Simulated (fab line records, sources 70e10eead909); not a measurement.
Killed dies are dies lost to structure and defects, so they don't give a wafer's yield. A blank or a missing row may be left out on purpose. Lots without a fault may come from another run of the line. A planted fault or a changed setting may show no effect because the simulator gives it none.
One fault seen from 2 desks | flow nand_harc | each desk has only its own numbers; what lay behind them comes last

THE METROLOGY DESK
What the gauges read, lot by lot, whatever tool the lot ran on: means of the sampled wafers that have a number. A lot is out of limits, marked OUT, if its mean lies more than 4 standard deviations from the usual mean; the brackets give that distance.
Columns: A = overlay_x_nm at NHARC_A_BLC_OVL_MEAS_11, usual 0.0 nm; B = overlay_y_nm at NHARC_A_BLC_OVL_MEAS_11, usual -0.2 nm; C = cd_nm at NHARC_A_BLC_CD_MEAS_19, usual 99.5 nm
lot  | first seen here | A    | B    | C
L720 | day 23 03:36    | 0.6  | 0.3  | 104.4
L722 | day 23 23:42    | -0.5 | -0.2 | 96.9
L725 | day 25 02:05    | 1.1  | -0.4 | 99.1
L726 | day 25 15:48    | -0.4 | -0.5 | 96.8
L731 | day 27 10:48    | 0.7  | 0.5  | 97.5
L732 | day 27 12:29    | -0.4 | -0.4 | 100.9
L733 | day 28 06:02    | 1.0  | -0.8 | 101.5
L734 | day 28 09:55    | -0.3 | -0.5 | 100.8
L737 | day 30 11:02    | -0.9 | 0.1  | 98.9
L738 | day 30 12:04    | -0.3 | -0.9 | 98.6
L739 | day 31 04:58    | -0.1 | -0.6 | 99.9
L740 | day 31 07:52    | 0.1  | 0.1  | 97.4
L741 | day 31 15:27    | -0.3 | 1.4  | 103.1
L742 | day 31 23:08    | 0.3  | 1.8  | 101.0
This desk's finding: nothing out of limits on any of the 14 lots.

THE TOOL OWNER'S DESK: litho_track-01
The tool's own readings at NHARC_A_BLC_SOFTBAKE_05 (time 55 s): means of the sampled wafers that have a number, for each lot that ran on this tool. A lot is out of limits, marked OUT, if its mean lies more than 4 standard deviations from the usual mean; the brackets give that distance.
Columns: A = exhaust_pa at NHARC_A_BLC_SOFTBAKE_05, usual 45.0 Pa; B = heater_power_total_W at NHARC_A_BLC_SOFTBAKE_05, usual 188.47 W
lot  | first seen here | A    | B
L720 | day 23 03:00    | 45.3 | 188.51
L731 | day 27 10:00    | 45.5 | 235.90 (+99 or more) OUT
L732 | day 27 11:00    | 45.7 | 236.11 (+99 or more) OUT
L733 | day 28 05:00    | 45.0 | 236.30 (+99 or more) OUT
L740 | day 31 07:00    | 45.4 | 188.38
This desk's finding: out of limits on L731, L732, L733; first on L731, day 27 10:00 (heater_power_total_W at NHARC_A_BLC_SOFTBAKE_05). In limits: L720, L740.

PUT TOGETHER
The tool owner's desk could have raised an alarm at day 27 10:00, on L731, L732, L733.
The metrology desk saw nothing out of limits.
The metrology desk has L731, L732, L733 on record, within its limits.
Of the lots named, all ran NHARC_A_BLC_SOFTBAKE_05 on litho_track-01.

WHAT THE SIMULATOR HAD PUT IN
Process parameter drift: litho_track-01, from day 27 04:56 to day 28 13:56, at NHARC_A_BLC_SOFTBAKE_05. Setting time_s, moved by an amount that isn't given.
Lots struck among those shown: L731, L732, L733.
Hours from the fault's start to each desk's first reading out of limits: the tool owner's desk, 5.
